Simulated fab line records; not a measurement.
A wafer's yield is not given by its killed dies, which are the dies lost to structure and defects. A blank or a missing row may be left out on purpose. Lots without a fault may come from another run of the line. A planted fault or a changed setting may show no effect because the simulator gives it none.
Which tool did it? :: flow nand-harc :: Sampling: 11 lots, 33 wafers, 7 of 1302 route steps

== WHAT THE GAUGES READ, wafer by wafer ==
NHARC_A_BONDPAD_OVL_MEAS_35. Usual: overlay-x-nm 0 nm, standard deviation 5.9; overlay-y-nm 0 nm, standard deviation 4.9.
lot: L411
measured: day 23 01:46
on: overlay-02
overlay-x-nm (nm): 7 7 7
overlay-y-nm (nm): 3 2 3
flag: 

lot: L413
measured: day 24 09:25
on: overlay-02
overlay-x-nm (nm): -12 -11 -12
overlay-y-nm (nm): 3 3 3
flag: 

lot: L418
measured: day 26 02:00
on: overlay-01
overlay-x-nm (nm): 1 1 1
overlay-y-nm (nm): -9 -9 -9
flag: 

lot: L421
measured: day 26 21:04
on: overlay-01
overlay-x-nm (nm): 1 1 1
overlay-y-nm (nm): 2 1 1
flag: 

lot: L423
measured: day 27 17:37
on: overlay-02
overlay-x-nm (nm): -10 -9 -10
overlay-y-nm (nm): 2 2 2
flag: 

lot: L426
measured: day 28 19:57
on: overlay-01
overlay-x-nm (nm): -8 -8 -8
overlay-y-nm (nm): 4 3 3
flag: 

lot: L425
measured: day 28 21:32
on: overlay-01
overlay-x-nm (nm): -6 -6 -5
overlay-y-nm (nm): -5 -6 -5
flag: 

lot: L429
measured: day 31 00:13
on: overlay-02
overlay-x-nm (nm): 1 2 1
overlay-y-nm (nm): -8 -7 -7
flag: 

lot: L430
measured: day 31 01:35
on: overlay-01
overlay-x-nm (nm): -1 -2 -1
overlay-y-nm (nm): 13 13 13
flag: 

lot: L433
measured: day 33 02:36
on: overlay-02
overlay-x-nm (nm): 3 3 3
overlay-y-nm (nm): 2 1 3
flag: 

lot: L434
measured: day 33 05:49
on: overlay-01
overlay-x-nm (nm): 2 2 2
overlay-y-nm (nm): -4 -4 -4
flag: 

NHARC_A_BONDPAD_THK_MEAS_20: measures by xrf. Usual: thk-nm at 169.6 nm, with a standard deviation of 1.6.
lot: L411
measured: day 23 04:19
on: film-metro-01
thk-nm (nm): 172.8 171.7 171.0
flag: 

lot: L413
measured: day 24 11:53
on: film-metro-02
thk-nm (nm): 173.9 171.4 171.5
flag: 

lot: L418
measured: day 26 04:38
on: film-metro-02
thk-nm (nm): 171.1 170.1 170.6
flag: 

lot: L421
measured: day 26 23:32
on: film-metro-01
thk-nm (nm): 165.9 166.8 167.6
flag: 

lot: L423
measured: day 27 20:06
on: film-metro-02
thk-nm (nm): 169.7 169.8 170.5
flag: 

lot: L426
measured: day 28 22:25
on: film-metro-01
thk-nm (nm): 396.2 403.4 396.1
flag: OFF

lot: L425
measured: day 29 00:00
on: film-metro-02
thk-nm (nm): 406.9 406.1 401.9
flag: OFF

lot: L429
measured: day 31 02:40
on: film-metro-02
thk-nm (nm): 170.0 168.7 166.7
flag: 

lot: L430
measured: day 31 04:04
on: film-metro-01
thk-nm (nm): 168.6 168.7 169.2
flag: 

lot: L433
measured: day 33 05:07
on: film-metro-01
thk-nm (nm): 170.5 167.8 170.2
flag: 

lot: L434
measured: day 33 08:23
on: film-metro-01
thk-nm (nm): 169.0 169.5 171.3
flag: 

NHARC_A_BONDPAD_INSPECT_23. Usual: raw-defect-count at 572, with a standard deviation of 120.
lot: L411
measured: day 23 04:31
on: defect-inspect-01
raw-defect-count: 365 420 474
flag: 

lot: L413
measured: day 24 12:06
on: defect-inspect-01
raw-defect-count: 510 418 581
flag: 

lot: L418
measured: day 26 04:52
on: defect-inspect-01
raw-defect-count: 693 673 632
flag: 

lot: L421
measured: day 26 23:44
on: defect-inspect-01
raw-defect-count: 501 558 605
flag: 

lot: L423
measured: day 27 20:18
on: defect-inspect-02
raw-defect-count: 735 538 469
flag: 

lot: L426
measured: day 28 22:38
on: defect-inspect-01
raw-defect-count: 3218 3290 3311
flag: OFF

lot: L425
measured: day 29 00:13
on: defect-inspect-02
raw-defect-count: 3356 3196 3293
flag: OFF

lot: L429
measured: day 31 02:53
on: defect-inspect-01
raw-defect-count: 698 581 756
flag: 

lot: L430
measured: day 31 04:17
on: defect-inspect-01
raw-defect-count: 530 375 493
flag: 

lot: L433
measured: day 33 05:20
on: defect-inspect-02
raw-defect-count: 368 516 533
flag: 

lot: L434
measured: day 33 08:38
on: defect-inspect-01
raw-defect-count: 487 836 468
flag: 

NHARC_END_SORT_01. Usual: defect-limited-yield 90.1 %, standard deviation 2.4; killed-at-array 62, standard deviation 16; killed-at-other 0.8, standard deviation 1.1; killed-at-periphery 4, standard deviation 3.2; killed-dies 67, standard deviation 16; killed-open 3.5, standard deviation 1.9; killed-short 2.1, standard deviation 1.5.
lot: L413
measured: day 25 20:28
on: prober-02
defect-limited-yield (%): 96.6 94.7 95.7
killed-at-array: 17 26 24
killed-at-other: 2 5 3
killed-at-periphery: 4 5 2
killed-dies: 23 36 29
killed-open: 3 3 3
killed-short: 4 0 3
flag: 

lot: L426
measured: day 30 02:01
on: prober-02
defect-limited-yield (%): 0 0 0
killed-at-array: 672 674 674
killed-at-other: 0 0 0
killed-at-periphery: 5 3 3
killed-dies: 677 677 677
killed-open: 5 4 5
killed-short: 4 0 6
flag: OFF

lot: L425
measured: day 30 02:50
on: prober-01
defect-limited-yield (%): 0 0 0
killed-at-array: 675 673 671
killed-at-other: 1 1 5
killed-at-periphery: 1 3 1
killed-dies: 677 677 677
killed-open: 3 2 3
killed-short: 1 2 2
flag: OFF

== EACH LOT AND THE TOOL THAT RAN IT (in order: tool; ch and the chambers of the sampled wafers; start) ==
lot: L411
NHARC_A_BONDPAD_ETCH_12: rie-diel-03 ch 1,2,3, day 23 03:41 or earlier
NHARC_A_BONDPAD_ANNEAL_28: rtp-anneal-02 ch 0, day 23 03:41
NHARC_A_BONDPAD_CMP_19: cmp-01 ch 2,3, day 23 03:59

lot: L413
NHARC_A_BONDPAD_ETCH_12: rie-diel-12 ch 0,2,3, day 24 11:23 or earlier
NHARC_A_BONDPAD_ANNEAL_28: rtp-anneal-01 ch 0, day 24 11:23
NHARC_A_BONDPAD_CMP_19: cmp-02 ch 0,3, day 24 11:34

lot: L418
NHARC_A_BONDPAD_ETCH_12: rie-diel-12 ch 1,3, day 26 03:58 or earlier
NHARC_A_BONDPAD_ANNEAL_28: rtp-anneal-02 ch 0, day 26 03:58
NHARC_A_BONDPAD_CMP_19: cmp-02 ch 2,3, day 26 04:18

lot: L421
NHARC_A_BONDPAD_ETCH_12: rie-diel-12 ch 1,2, day 26 22:55 or earlier
NHARC_A_BONDPAD_ANNEAL_28: rtp-anneal-02 ch 0, day 26 22:55
NHARC_A_BONDPAD_CMP_19: cmp-01 ch 0,1,2, day 26 23:15

lot: L423
NHARC_A_BONDPAD_ETCH_12: rie-diel-12 ch 0,1, day 27 19:24 or earlier
NHARC_A_BONDPAD_ANNEAL_28: rtp-anneal-02 ch 0, day 27 19:24
NHARC_A_BONDPAD_CMP_19: cmp-02 ch 0,1,2, day 27 19:50

lot: L426
NHARC_A_BONDPAD_ETCH_12: rie-diel-12 ch 0,1,3, day 28 21:45 or earlier
NHARC_A_BONDPAD_ANNEAL_28: rtp-anneal-01 ch 0, day 28 21:45
NHARC_A_BONDPAD_CMP_19: cmp-01 ch 0,1,2, day 28 22:05

lot: L425
NHARC_A_BONDPAD_ETCH_12: rie-diel-12 ch 1,2, day 28 23:23 or earlier
NHARC_A_BONDPAD_ANNEAL_28: rtp-anneal-02 ch 0, day 28 23:23
NHARC_A_BONDPAD_CMP_19: cmp-01 ch 2,3, day 28 23:41

lot: L429
NHARC_A_BONDPAD_ETCH_12: rie-diel-03 ch 1,2,3, day 31 02:07 or earlier
NHARC_A_BONDPAD_ANNEAL_28: rtp-anneal-01 ch 0, day 31 02:07
NHARC_A_BONDPAD_CMP_19: cmp-01 ch 0,1,2, day 31 02:23

lot: L430
NHARC_A_BONDPAD_ETCH_12: rie-diel-12 ch 1,2,3, day 31 03:23 or earlier
NHARC_A_BONDPAD_ANNEAL_28: rtp-anneal-02 ch 0, day 31 03:23
NHARC_A_BONDPAD_CMP_19: cmp-01 ch 0,1,3, day 31 03:46

lot: L433
NHARC_A_BONDPAD_ETCH_12: rie-diel-11 ch 0,1,2, day 33 04:29 or earlier
NHARC_A_BONDPAD_ANNEAL_28: rtp-anneal-02 ch 0, day 33 04:29
NHARC_A_BONDPAD_CMP_19: cmp-01 ch 0,1,3, day 33 04:53

lot: L434
NHARC_A_BONDPAD_ETCH_12: rie-diel-12 ch 0,2,3, day 33 07:46 or earlier
NHARC_A_BONDPAD_ANNEAL_28: rtp-anneal-01 ch 0, day 33 07:46
NHARC_A_BONDPAD_CMP_19: cmp-02 ch 0,1,2, day 33 08:03
- NHARC_A_BONDPAD_ETCH_12: etches the open film in CHF3/O2, target depth 220 nm, time 110 s.
- NHARC_A_BONDPAD_ANNEAL_28: time 90 s.
- NHARC_A_BONDPAD_CMP_19: polishes, t overpolish 30 s, cu recess touch 16 s, target thk 169.82 nm.

== AS READ BY THE TOOLS THEMSELVES (means over the sampled wafers that have a number; for cases with no such wafer, the mark the record gives instead) ==
NHARC_A_BONDPAD_ETCH_12. Usual: bias-w 200.1 W, standard deviation 0.53; drypump-motor-current-A 5.9 A, standard deviation 0.34; oes-product-au 0.942 a.u., standard deviation 0.022; rf-vpp-V 371.4 V, standard deviation 2.4; showerhead-plenum-p-Torr 2.44 Torr, standard deviation 0.1; throttle-valve-pct 20.572 %, standard deviation 0.0099.
lot: L411
tool: rie-diel-03
bias-w (W): 200.6
drypump-motor-current-A (A): 6.2
oes-product-au (a.u.): 0.929
rf-vpp-V (V): 372.7
showerhead-plenum-p-Torr (Torr): 2.44
throttle-valve-pct (%): 20.565
flag: 

lot: L413
tool: rie-diel-12
bias-w (W): 200.1
drypump-motor-current-A (A): 5.9
oes-product-au (a.u.): 0.960
rf-vpp-V (V): 372.8
showerhead-plenum-p-Torr (Torr): 2.49
throttle-valve-pct (%): 20.581
flag: 

lot: L418
tool: rie-diel-12
bias-w (W): 200.3
drypump-motor-current-A (A): 5.7
oes-product-au (a.u.): 0.925
rf-vpp-V (V): 371.0
showerhead-plenum-p-Torr (Torr): 2.41
throttle-valve-pct (%): 20.571
flag: 

lot: L421
tool: rie-diel-12
bias-w (W): 199.6
drypump-motor-current-A (A): 6.1
oes-product-au (a.u.): 0.923
rf-vpp-V (V): 369.6
showerhead-plenum-p-Torr (Torr): 2.35
throttle-valve-pct (%): 20.571
flag: 

lot: L423
tool: rie-diel-12
bias-w (W): 200.0
drypump-motor-current-A (A): 5.9
oes-product-au (a.u.): 0.970
rf-vpp-V (V): 370.6
showerhead-plenum-p-Torr (Torr): 2.40
throttle-valve-pct (%): 20.576
flag: 

lot: L426
tool: rie-diel-12
bias-w (W): 199.7
drypump-motor-current-A (A): 5.8
oes-product-au (a.u.): 0.964
rf-vpp-V (V): 372.2
showerhead-plenum-p-Torr (Torr): 2.48
throttle-valve-pct (%): 20.570
flag: 

lot: L425
tool: rie-diel-12
bias-w (W): 200.1
drypump-motor-current-A (A): 6.0
oes-product-au (a.u.): 0.961
rf-vpp-V (V): 369.4
showerhead-plenum-p-Torr (Torr): 2.34
throttle-valve-pct (%): 20.580
flag: 

lot: L429
tool: rie-diel-03
bias-w (W): 200.2
drypump-motor-current-A (A): 6.2
oes-product-au (a.u.): 0.928
rf-vpp-V (V): 371.3
showerhead-plenum-p-Torr (Torr): 2.43
throttle-valve-pct (%): 20.579
flag: 

lot: L430
tool: rie-diel-12
bias-w (W): 200.3
drypump-motor-current-A (A): 5.8
oes-product-au (a.u.): 0.954
rf-vpp-V (V): 370.6
showerhead-plenum-p-Torr (Torr): 2.42
throttle-valve-pct (%): 20.572
flag: 

lot: L433
tool: rie-diel-11
bias-w (W): 199.7
drypump-motor-current-A (A): 5.6
oes-product-au (a.u.): 0.931
rf-vpp-V (V): 372.0
showerhead-plenum-p-Torr (Torr): 2.47
throttle-valve-pct (%): 20.577
flag: 

lot: L434
tool: rie-diel-12
bias-w (W): 200.4
drypump-motor-current-A (A): 5.9
oes-product-au (a.u.): 0.926
rf-vpp-V (V): 373.0
showerhead-plenum-p-Torr (Torr): 2.49
throttle-valve-pct (%): 20.569
flag: 

NHARC_A_BONDPAD_ANNEAL_28. Usual: wafer_temp_C_max at 225.74, with a standard deviation of 0.22.
lot: L411
tool: rtp-anneal-02
wafer_temp_C_max: 225.77
flag: 

lot: L413
tool: rtp-anneal-01
wafer_temp_C_max: 225.59
flag: 

lot: L418
tool: rtp-anneal-02
wafer_temp_C_max: 225.68
flag: 

lot: L421
tool: rtp-anneal-02
wafer_temp_C_max: 225.49
flag: 

lot: L423
tool: rtp-anneal-02
wafer_temp_C_max: 225.80
flag: 

lot: L426
tool: rtp-anneal-01
wafer_temp_C_max: 225.82
flag: 

lot: L425
tool: rtp-anneal-02
wafer_temp_C_max: 225.48
flag: 

lot: L429
tool: rtp-anneal-01
wafer_temp_C_max: 225.56
flag: 

lot: L430
tool: rtp-anneal-02
wafer_temp_C_max: 225.75
flag: 

lot: L433
tool: rtp-anneal-02
wafer_temp_C_max: 226.06
flag: 

lot: L434
tool: rtp-anneal-01
wafer_temp_C_max: 225.93
flag: 

NHARC_A_BONDPAD_CMP_19. Usual: edge-zone-pressure-frac 1.000, standard deviation 0.0048; motor-current-A 11.9 A, standard deviation 1.6; overpolish-run-s 30.001 s, standard deviation 0.0094.
lot: L411
tool: cmp-01
edge-zone-pressure-frac: 1.002
motor-current-A (A): 13.0
overpolish-run-s (s): 30.000
flag: 

lot: L413
tool: cmp-02
edge-zone-pressure-frac: 1.001
motor-current-A (A): 10.9
overpolish-run-s (s): 30.000
flag: 

lot: L418
tool: cmp-02
edge-zone-pressure-frac: 1.002
motor-current-A (A): 10.4
overpolish-run-s (s): 29.992
flag: 

lot: L421
tool: cmp-01
edge-zone-pressure-frac: 0.993
motor-current-A (A): 13.0
overpolish-run-s (s): 30.002
flag: 

lot: L423
tool: cmp-02
edge-zone-pressure-frac: 1.002
motor-current-A (A): 11.6
overpolish-run-s (s): 29.998
flag: 

lot: L426
tool: cmp-01
edge-zone-pressure-frac: -
motor-current-A (A): -
overpolish-run-s (s): -
flag: OFF

lot: L425
tool: cmp-01
edge-zone-pressure-frac: -
motor-current-A (A): -
overpolish-run-s (s): -
flag: OFF

lot: L429
tool: cmp-01
edge-zone-pressure-frac: 1.002
motor-current-A (A): 12.9
overpolish-run-s (s): 30.002
flag: 

lot: L430
tool: cmp-01
edge-zone-pressure-frac: 0.999
motor-current-A (A): 12.5
overpolish-run-s (s): 29.986
flag: 

lot: L433
tool: cmp-01
edge-zone-pressure-frac: 1.002
motor-current-A (A): 12.7
overpolish-run-s (s): 29.995
flag: 

lot: L434
tool: cmp-02
edge-zone-pressure-frac: 1.006
motor-current-A (A): 11.2
overpolish-run-s (s): 30.002
flag: 

== THE ANSWER, worked out from the rows above alone ==
Rule: a lot is off if the mean of its wafers that have a number lies more than 3 standard deviations from the usual mean. Also off: a lot with no number at a reading for which 4 or more lots have one. All remaining lots with rows at the step are treated as sound. The gauges are gone through in route order, then the tools' own readings, and for those a lot's mean is taken as printed above. The first step at which some lot is off is used, and at that step the reading that is off furthest; a lot without a number counts as furthest.
Off: L426, L425, at NHARC_A_BONDPAD_THK_MEAS_20 (thk-nm).
If a tool, at a process step before that reading, ran all the lots that are off and no sound lot after the first of them, it fits. Not tried: the gauges at NHARC_A_BONDPAD_THK_MEAS_20; whatever is off there is also off at NHARC_A_BONDPAD_INSPECT_23, on other tools, and gauge error can't account for it. NHARC_A_BONDPAD_ETCH_12: start missing for some lots; hours and lot order therefore follow NHARC_A_BONDPAD_ANNEAL_28. No candidate that was tried fits.

== WHAT WAS PUT IN BY THE SIMULATOR ==
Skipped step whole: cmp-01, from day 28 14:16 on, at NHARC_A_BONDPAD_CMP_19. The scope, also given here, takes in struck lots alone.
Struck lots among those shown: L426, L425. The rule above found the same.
